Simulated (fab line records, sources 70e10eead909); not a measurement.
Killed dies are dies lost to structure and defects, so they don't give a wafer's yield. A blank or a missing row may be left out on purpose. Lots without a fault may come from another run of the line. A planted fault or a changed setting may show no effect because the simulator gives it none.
fab line records | flow nand_harc
record lots=6 wafers=18 last_day=34
route steps=1302 shown P_M1@297 END@1302
lots that met no fault: from a run of the same line without faults
start_h: hours from the record's first day to the start of the lot's first wafer shown | wait_h: hours since the lot's step before | " the same as in the row above | L1.1+2: a row that stands for several wafers | - no value, or no start given | * or withheld: withheld | < > ~ a bound
route shown NAME@n: a module of which the file shows steps, and the number in the route of the first | usual: mean/standard deviation of fault-free wafers | same: alike in all rows | chamber/n: place in a boat | sites: the reading at each site | _std_site: their standard deviation | _edge_site: outer sites' mean less inner sites' | radius_mm: how far each site lies from the wafer's centre | mask NAME#n: copy n | behind: the tool/chamber that last shaped the wafer | hold: why the lot was held/for how many hours/how that ended | device: the transistor (n, p or np) that didn't switch | end of line: the same wafers' tests at the end of the route | a step without rows: its recipe alone | killed: dies lost to structure and defects at the first sort, not the wafer's yield | map: a wafer's dies, x killed, . not, _ none there
set.NAME: the setting as run; set.NAME@STEP: as run at that earlier step | model.NAME: the simulator's own value behind a step, which no gauge read
lots at some steps of the route; a table a step, a row a wafer
services: from which hour (start_h, from the record's first day; less than 0 if before it) a tool's chamber was out of use, for how many hours, and why
## steps
# step NHARC_P_M1_INSPECT_11
# usual raw_defect_count=4.8/2.8
# columns lot.wafer tool chamber start_h wait_h raw_defect_count
L182.1 defect_inspect-02 - 152.72 0.0 2
L182.4 " - " " 3
L182.6 " - " " 5
L186.2 defect_inspect-02 - 185.71 0.0 9
L186.4 " - " " 3
L186.5 " - " " 4
L195.1 defect_inspect-02 - 271.84 0.0 4
L195.2 " - " " 5
L195.4 " - " " 3
L196.1 defect_inspect-01 - 293.79 0.0 3
L196.5 " - " " 4
L196.6 " - " " 2
L202.4 defect_inspect-01 - 349.17 0.0 5
L202.5 " - " " 5
L202.6 " - " " 7
L203.1 defect_inspect-02 - 358.98 0.0 4
L203.3 " - " " 3
L203.5 " - " " 4
# step NHARC_P_M1_DESCUM_14
# recipe time_s=3 o2_flow_sccm=200 ar_flow_sccm=0 bias_power_w=0 chemistry=O2
# usual drypump_motor_current_A=5.5/0.4 oes_product_au=0.995/0.01 rf_vpp_V=57.8/0.87 showerhead_plenum_p_Torr=1.92/0.07 throttle_valve_pct=11.311/0.0088
# columns lot.wafer tool chamber start_h wait_h drypump_motor_current_A oes_product_au rf_hours_counter_h rf_vpp_V showerhead_plenum_p_Torr throttle_valve_pct
L182.4 rie_diel-10 1 152.79 0.1 5.4 1.003 7 59.3 1.98 11.313
L182.1 " 2 " " 4.7 0.991 6 56.2 1.87 11.317
L182.6 " 0 " " 5.8 1.006 - 58.4 2.01 11.299
L186.4 rie_diel-10 0 185.77 0.1 5.8 1.003 11 58.2 2.01 11.307
L186.2 " 1 " " 5.4 1.007 9 58.0 1.98 11.317
L186.5 " 0 " " 5.8 1.003 - 58.1 2.01 11.334
L195.4 rie_diel-06 3 271.90 0.1 5.3 0.998 7 58.1 1.81 11.319
L195.2 " 0 " " 5.3 0.998 7 58.3 2.01 11.324
L195.1 " 1 " " 5.8 0.998 7 57.2 1.91 11.302
L196.1 rie_diel-06 2 293.85 0.1 6.0 0.996 8 57.2 1.86 11.306
L196.6 " 2 " " 6.0 0.995 - 57.9 1.86 11.315
L196.5 " 3 " " 5.3 0.981 - 57.9 1.81 11.302
L202.4 rie_diel-06 1 349.24 0.1 5.8 1.006 2 57.4 1.91 11.310
L202.5 " 0 " " 5.3 1.004 - 59.2 2.01 11.309
L202.6 " 1 " " 5.8 1.013 - 58.4 1.91 11.323
L203.1 rie_diel-10 1 359.04 0.1 5.4 0.976 10 58.2 1.97 11.309
L203.3 " 0 " " 5.8 0.996 11 57.0 2.01 11.311
L203.5 " 2 " " 4.7 0.972 - 57.3 1.86 11.323
# step NHARC_P_M1_ETCH_35
# recipe target_depth_a=400 overetch_a=120 time_s=43.94 ion_energy_ev=200 n2_flow_sccm=150 h2_flow_sccm=150 ar_flow_sccm=0 rf_w=400 bias_w=150 chemistry=N2/H2
# step NHARC_P_M1_ETCH_15
# recipe target_depth_a=1825 time_s=91.2 c4f8_flow_sccm=withheld ar_flow_sccm=400 rf_w=600 bias_w=300 chemistry=C4F8/Ar
# step NHARC_P_M1_CD_MEAS_16
# usual cd_nm=129.8/0.97
# columns lot.wafer tool chamber start_h wait_h cd_nm
L182.1 cd_sem-01 - 153.08 - 130.2
L182.4 " - " " 130.2
L182.6 " - " " 129.7
L186.2 cd_sem-03 - 186.07 - 130.6
L186.4 " - " " 130.8
L186.5 " - " " 129.3
L195.1 cd_sem-03 - 272.20 - 129.7
L195.2 " - " " 129.8
L195.4 " - " " 130.5
L196.1 cd_sem-02 - 294.15 - 131.0
L196.5 " - " " 130.1
L196.6 " - " " 129.7
L202.4 cd_sem-03 - 349.54 - 127.5
L202.5 " - " " 128.1
L202.6 " - " " 128.6
L203.1 cd_sem-01 - 359.39 - 129.6
L203.3 " - " " 131.9
L203.5 " - " " 131.1
# step NHARC_P_M1_STRIP_18
# recipe power_w=1000 n2_flow_sccm=150 h2_flow_sccm=150 ar_flow_sccm=0 bias_w=0 chemistry=N2/H2
# step NHARC_P_M1_ETCH_28
# recipe target_depth_a=300 over_etch_frac=0.3 time_s=72.99 ion_energy_ev=150 cf4_flow_sccm=50 n2_flow_sccm=100 ar_flow_sccm=150 rf_w=300 bias_w=100 chemistry=CF4/N2
# usual drypump_motor_current_A=5.6/0.42 oes_product_au=0.998/0.012 rf_vpp_V=314.6/1.8 showerhead_plenum_p_Torr=2.65/0.095 throttle_valve_pct=19.793/0.01
# columns lot.wafer tool chamber start_h wait_h drypump_motor_current_A oes_product_au rf_hours_counter_h rf_vpp_V showerhead_plenum_p_Torr throttle_valve_pct
L182.1 rie_diel-10 3 - - 5.7 0.991 8 314.6 2.64 19.800
L182.4 " 1 " " 5.4 1.009 7 316.2 2.71 19.791
L182.6 " 0 " " 5.8 1.012 - 316.6 2.75 19.803
L186.2 rie_diel-10 0 - - 5.8 1.008 11 315.7 2.75 19.791
L186.4 " 2 " " 4.7 0.995 8 313.0 2.57 19.801
L186.5 " 1 " " 5.5 1.003 - 315.7 2.71 19.776
L195.4 rie_diel-10 2 - - 4.7 0.982 3 313.6 2.56 19.800
L195.2 " 3 " " 5.7 0.994 3 313.8 2.63 19.812
L195.1 " 1 " " 5.5 0.979 2 314.6 2.70 19.785
L196.1 rie_diel-10 0 - - 5.8 1.007 5 316.8 2.75 19.775
L196.5 " 1 " " 5.4 0.989 - 314.3 2.70 19.792
L196.6 " 2 " " 4.7 0.975 - 313.6 2.56 19.775
L202.4 rie_diel-06 0 - - 5.4 1.015 3 317.9 2.75 19.805
L202.6 " 1 " " 5.8 1.011 - 313.4 2.62 19.795
L202.5 " 2 " " 6.0 0.990 - 313.4 2.55 19.793
L203.3 rie_diel-10 1 - - 5.4 0.972 10 314.2 2.70 19.793
L203.1 " 2 " " 4.7 0.985 10 313.8 2.56 19.798
L203.5 " 1 " " 5.4 0.971 - 315.5 2.70 19.807
# step NHARC_P_M1_STRIP_19
# recipe time_s=600 temp_c=30 chemistry=post_etch_residue_remover
# step NHARC_P_M1_DEGAS_29
# recipe temp_c=250 time_s=60
# step NHARC_P_M1_PRE_CLEAN_30
# recipe time_s=30 temp_c=280 gas=H2/He
# usual heater_power_w=423/40
# columns lot.wafer tool chamber start_h wait_h heater_power_w
L182.4 pvd_sputter-02 - - - 416
L182.1 " - " " 516
L182.6 " - " " 426
L186.2 pvd_sputter-03 - - - 364
L186.4 " - " " 398
L186.5 " - " " 369
L195.4 pvd_sputter-03 - - - 355
L195.2 " - " " 429
L195.1 " - " " 400
L196.1 pvd_sputter-01 - - - 464
L196.5 " - " " 402
L196.6 " - " " 461
L202.4 pvd_sputter-01 - - - 468
L202.5 " - " " 411
L202.6 " - " " 423
L203.3 pvd_sputter-01 - - - 402
L203.1 " - " " 398
L203.5 " - " " 464
# step NHARC_P_M1_PVD_20
# recipe target_thk_a=50 bias_v=168.6 power_w=15000 chamber_pressure_pa=0.12 time_s=8.06 substrate_temp_c=50 material=TaN
# step NHARC_P_M1_PVD_21
# recipe target_thk_a=300 chamber_pressure_pa=5 power_w=5000 substrate_temp_c=30 time_s=20.49 material=Cu
# usual throttle_valve_pct=30.4/0.65
# columns lot.wafer tool chamber start_h wait_h throttle_valve_pct
L182.4 pvd_sputter-02 - - - 29.0
L182.1 " - " " 29.8
L182.6 " - " " 30.5
L186.4 pvd_sputter-03 - - - 30.7
L186.2 " - " " 30.8
L186.5 " - " " 29.8
L195.1 pvd_sputter-03 - - - 31.5
L195.2 " - " " 31.2
L195.4 " - " " 30.8
L196.1 pvd_sputter-01 - - - 30.3
L196.6 " - " " 31.0
L196.5 " - " " 30.5
L202.4 pvd_sputter-01 - - - 29.8
L202.6 " - " " 30.7
L202.5 " - " " 30.5
L203.3 pvd_sputter-01 - - - 30.7
L203.1 " - " " 30.8
L203.5 " - " " 29.8
# step NHARC_P_M1_ECD_22
# recipe target_thk_a=4000 bath_temp_c=25 material=Cu
# columns lot.wafer tool chamber start_h wait_h
L182.1+4+6 ecd_cu-01 1,0,1 154.20 -
L186.2+4+5 ecd_cu-01 0,1,0 187.15 -
L195.2+1+4 ecd_cu-01 1,0,0 273.27 -
L196.1+6+5 ecd_cu-01 1,1,0 295.23 -
L202.4+5+6 ecd_cu-01 1,1,0 350.73 -
L203.1+3+5 ecd_cu-01 1,0,1 360.47 -
# step NHARC_P_M1_ANNEAL_31
# recipe temp_c=225 time_s=90
# usual wafer_temp_C_max=225.73/0.26
# columns lot.wafer tool chamber start_h wait_h wafer_temp_C_max
L182.1 rtp_anneal-02 0 154.53 0.3 226.06
L182.4 " 0 " " 225.93
L182.6 " 0 " " 225.76
L186.2 rtp_anneal-02 0 187.58 - 225.95
L186.4 " 0 " " 225.86
L186.5 " 0 " " 225.87
L195.1 rtp_anneal-02 0 273.65 0.3 225.77
L195.2 " 0 " " 226.15
L195.4 " 0 " " 226.01
L196.1 rtp_anneal-01 0 295.60 0.3 225.60
L196.5 " 0 " " 225.46
L196.6 " 0 " " 225.70
L202.4 rtp_anneal-02 0 351.16 - 225.72
L202.5 " 0 " " 226.03
L202.6 " 0 " " 225.94
L203.1 rtp_anneal-02 0 360.84 - 225.97
L203.3 " 0 " " 226.08
L203.5 " 0 " " 225.61
# step NHARC_P_M1_CMP_23
# recipe t_overpolish_s=20 target_thk_nm=157.82
# usual motor_current_A=11.9/1.1 slurry_flow_ml_min=150.0/0.47 time_to_endpoint_s=28/3.2
# columns lot.wafer tool chamber start_h wait_h motor_current_A slurry_flow_ml_min time_to_endpoint_s
L182.4 cmp-03 1 154.87 - 10.1 149.9 28
L182.1 " 3 " " 13.0 150.5 30
L182.6 " 2 " " 12.8 149.6 31
L186.4 cmp-03 1 187.87 - 10.0 149.6 27
L186.2 " 3 " " 12.9 151.0 28
L186.5 " 1 " " 10.6 149.5 28
L195.1 cmp-01 1 274.00 - 10.9 149.0 8
L195.4 " 2 " " 12.0 149.3 10
L195.2 " 3 " " 11.8 149.9 24
L196.1 cmp-03 3 296.04 - 13.3 150.4 33
L196.6 " 0 " " 12.0 149.7 32
L196.5 " 1 " " 10.1 151.4 14
L202.4 cmp-01 0 351.43 - 10.5 150.3 32
L202.6 " 1 " " 11.2 149.9 25
L202.5 " 2 " " 11.8 150.4 29
L203.3 cmp-04 2 361.50 - 11.6 149.9 32
L203.1 " 1 " " 13.4 150.4 26
L203.5 " 3 " " 10.6 150.4 25
# step NHARC_P_M1_THK_MEAS_24
# recipe thk_meas_gauge=xrf
# usual thk_nm=157.9/1.6
# columns lot.wafer tool chamber start_h wait_h thk_nm
L182.1 film_metro-01 - 155.19 - 159.0
L182.4 " - " " 157.7
L182.6 " - " " 159.6
L186.2 film_metro-01 - 188.19 - 157.9
L186.4 " - " " 158.3
L186.5 " - " " 157.2
L195.1 film_metro-01 - 274.31 - 158.3
L195.2 " - " " 158.7
L195.4 " - " " 157.3
L196.1 film_metro-02 - 296.27 - 158.0
L196.5 " - " " 155.6
L196.6 " - " " 160.0
L202.4 film_metro-02 - 351.67 - 158.0
L202.5 " - " " 158.1
L202.6 " - " " 157.1
L203.1 film_metro-02 - 361.82 - 160.2
L203.3 " - " " 160.6
L203.5 " - " " 156.9
# step NHARC_END_SORT_01
# recipe temp_c=25
# usual defect_limited_yield=91.4/2.4 killed_at_array=54/17 killed_at_other=0.7/1 killed_at_periphery=3.7/2.9 killed_dies=58/16 killed_open=3.2/1.9 killed_short=2.2/1.5 sort_bin_2_pct=3.1/1.1 sort_bin_3_pct=0.6/0.33 sort_bin_4_pct=4.9/1.4 sort_n_pass=619/16 sort_rim_yield_pct=94/3.8 sort_yield_pct=91.4/2.4
# same gross_dies=677 sort_bin_5_pct[%]=0 sort_bin_6_pct[%]=0 sort_bin_7_pct[%]=0 sort_bin_8_pct[%]=0 sort_rim_n_gross=106.00
# columns lot.wafer tool chamber start_h wait_h defect_limited_yield[%] killed_at_array killed_at_other killed_at_periphery killed_dies killed_open killed_short sort_bin_2_pct[%] sort_bin_3_pct[%] sort_bin_4_pct[%] sort_n_pass sort_rim_yield_pct[%] sort_yield_pct[%]
L182.1 prober-01 0 587.97 2.5 92.6 47 1 2 50 4 2 3.0 1.0 3.4 627 97 92.6
L182.4 prober-01 0 590.34 3.4 91.9 53 1 1 55 4 0 3.5 0.3 4.3 622 95 91.9
L182.6 prober-01 0 591.92 4.0 92.5 47 1 3 51 2 1 3.2 0.3 4.0 626 99 92.5
L186.2 prober-01 0 631.96 2.8 94.2 35 1 3 39 4 1 1.5 0.1 4.1 638 92 94.2
L186.4 prober-01 0 633.54 3.4 95.4 30 0 1 31 2 2 1.6 0.1 2.8 646 93 95.4
L186.5 prober-01 0 634.33 3.7 94.8 33 1 1 35 2 2 3.0 0.3 1.9 642 90 94.8
L195.1 prober-02 0 698.58 2.5 89.5 68 0 3 71 1 4 3.8 0.9 5.8 606 97 89.5
L195.2 prober-02 0 699.38 2.8 91.6 53 2 2 57 0 3 3.0 0.3 5.2 620 92 91.6
L195.4 prober-02 0 700.98 3.4 90.4 63 1 1 65 2 0 2.5 0.9 6.2 612 91 90.4
L196.1 prober-02 0 726.75 2.5 93.5 42 0 2 44 4 3 2.1 1.0 3.4 633 98 93.5
L196.5 prober-02 0 729.97 3.7 93.6 42 0 1 43 2 3 2.4 0.3 3.7 634 98 93.6
L196.6 prober-02 0 730.77 4.0 91.6 54 0 3 57 3 4 3.1 0.4 4.9 620 100 91.6
# killed by level:class
L182.1 A_CHANNEL_HOLE_D1:chamber_film_flake=28 A_CHANNEL_HOLE_D2:chamber_film_flake=8 A_CONTACT:chamber_film_flake=3 P_CONTACT:geometric_particle:open=1 P_M0:geometric_particle:short=1 A_CHANNEL_FILL_D1:geometric_particle:short=1 A_CHANNEL_FILL_D1:geometric_particle:open=1 A_SLIT:geometric_particle:open=1
L182.4 A_CHANNEL_HOLE_D1:chamber_film_flake=37 A_CHANNEL_HOLE_D2:chamber_film_flake=4 A_CONTACT:chamber_film_flake=3 A_M1:chamber_film_flake=3 A_CHANNEL_HOLE_D2:geometric_particle:open=2 A_DECK1_JOINT:geometric_particle:open=1 A_CHANNEL_FILL_D2:geometric_particle:open=1 P_STI:chamber_film_flake=1
L182.6 A_CHANNEL_HOLE_D1:chamber_film_flake=30 A_CONTACT:chamber_film_flake=7 A_CHANNEL_HOLE_D2:chamber_film_flake=6 P_M0:geometric_particle:open=1 A_DECK1_JOINT:geometric_particle:open=1 A_M1:geometric_particle:short=1 P_STI:chamber_film_flake=1 P_M0:chamber_film_flake=1
L186.2 A_SLIT:chamber_film_flake=15 A_CHANNEL_HOLE_D1:chamber_film_flake=5 A_CHANNEL_HOLE_D2:chamber_film_flake=4 A_WL_FILL:chamber_film_flake=4 A_CONTACT:chamber_film_flake=3 A_CHANNEL_FILL_D1:geometric_particle:open=2 P_STI:chamber_film_flake=2 A_M0:geometric_particle:short=1
L186.4 A_CHANNEL_HOLE_D2:chamber_film_flake=13 A_SLIT:chamber_film_flake=9 A_WL_FILL:chamber_film_flake=2 A_SOURCE_PLATE:geometric_particle:open=1 A_ONON_D2:geometric_particle:open=1 A_SGD_CUT:geometric_particle:short=1 A_M0:geometric_particle:short=1 P_ZERO_WELL:chamber_film_flake=1
L186.5 A_SLIT:chamber_film_flake=12 A_CONTACT:chamber_film_flake=6 A_CHANNEL_HOLE_D2:chamber_film_flake=5 A_WL_FILL:chamber_film_flake=3 A_CHANNEL_HOLE_D1:chamber_film_flake=2 A_SGD_CUT:chamber_film_flake=2 P_M1:geometric_particle:short=1 A_ONON_D1:geometric_particle:open=1
L195.1 A_SLIT:chamber_film_flake=33 A_CHANNEL_HOLE_D1:chamber_film_flake=24 A_STAIRCASE:chamber_film_flake=3 P_GATE:chamber_film_flake=2 A_CHANNEL_HOLE_D1:geometric_particle:short=1 A_ONON_D2:geometric_particle:short=1 A_CHANNEL_FILL_D2:geometric_particle:short=1 A_M0:geometric_particle:open=1
L195.2 A_CHANNEL_HOLE_D1:chamber_film_flake=33 A_SLIT:chamber_film_flake=13 A_CONTACT:chamber_film_flake=2 THIN_TSV:chamber_film_flake=2 A_CHANNEL_FILL_D2:geometric_particle:short=1 A_STAIRCASE:geometric_particle:short=1 A_SGD_CUT:geometric_particle:short=1 P_ZERO_WELL:chamber_film_flake=1
L195.4 A_CHANNEL_HOLE_D1:chamber_film_flake=31 A_SLIT:chamber_film_flake=19 A_STAIRCASE:chamber_film_flake=4 A_CHANNEL_HOLE_D1:geometric_particle:open=2 A_CHANNEL_FILL_D2:chamber_film_flake=2 A_CONTACT:chamber_film_flake=2 P_ZERO_WELL:chamber_film_flake=1 A_WL_FILL:chamber_film_flake=1
L196.1 A_CHANNEL_HOLE_D1:chamber_film_flake=28 A_SGD_CUT:chamber_film_flake=4 A_ONON_D1:geometric_particle:open=2 A_ONON_D2:geometric_particle:short=2 A_SLIT:chamber_film_flake=2 A_STAIRCASE:chamber_film_flake=2 P_M0:geometric_particle:open=1 A_CHANNEL_FILL_D1:geometric_particle:open=1
L196.5 A_CHANNEL_HOLE_D1:chamber_film_flake=31 A_CHANNEL_FILL_D1:geometric_particle:short=3 A_CHANNEL_HOLE_D1:geometric_particle:open=1 A_CHANNEL_FILL_D2:geometric_particle:open=1 P_GATE:chamber_film_flake=1 A_ZERO_WELL:chamber_film_flake=1 A_CHANNEL_FILL_D1:chamber_film_flake=1 A_DECK1_JOINT:chamber_film_flake=1
L196.6 A_CHANNEL_HOLE_D1:chamber_film_flake=41 A_CHANNEL_FILL_D2:chamber_film_flake=2 A_SLIT:chamber_film_flake=2 P_STI:geometric_particle:short=1 A_CHANNEL_FILL_D1:geometric_particle:open=1 P_M1:geometric_particle:open=1 A_CHANNEL_HOLE_D1:geometric_particle:short=1 A_CHANNEL_FILL_D1:geometric_particle:short=1
## services
# columns tool chamber start_h hours kind
rie_diel-06 - 130.20 9.0 pm
cmp-01 - 139.11 6.0 repair
cmp-03 - 161.32 1.8 repair
rie_diel-10 3 163.38 8.2 repair
cmp-03 - 165.61 4.0 pm
pvd_sputter-03 - 170.00 10.0 pm
rie_diel-10 2 171.16 11.7 repair
rie_diel-10 3 175.32 6.7 repair
ecd_cu-01 - 177.36 1.3 repair
cmp-03 - 183.11 2.9 repair
rie_diel-06 0 191.94 4.0 repair
ecd_cu-01 - 216.85 8.0 pm
pvd_sputter-01 - 226.03 10.0 pm
rie_diel-10 - 242.69 9.0 pm
cmp-03 - 263.61 4.0 pm
cmp-03 - 275.10 2.9 repair
rie_diel-06 1 286.23 4.4 repair
rie_diel-06 1 300.14 8.3 repair
rie_diel-06 - 307.20 9.0 pm
pvd_sputter-03 - 336.58 1.4 repair
rie_diel-10 3 342.48 11.4 repair
pvd_sputter-03 - 348.00 10.0 pm
rie_diel-06 2 357.79 5.8 repair
cmp-03 - 361.64 4.0 pm
## key
first_sign step=NHARC_P_M1_CMP_23 reading=time_to_endpoint_s direction=down sigmas=5.7 usual=* struck=*
effect none on later readings
met_at NHARC_P_M1_ECD_22
struck_wafers L195.1,L195.4,L196.5
onset_between 187.15 273.27
fault kind=process_parameter_drift tool=ecd_cu-01 chamber=0 onset_h=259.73 steps=NHARC_P_M1_ECD_22 channel=target_thk_a offset=* shape=step end_h=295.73 acts_in=* stated=*
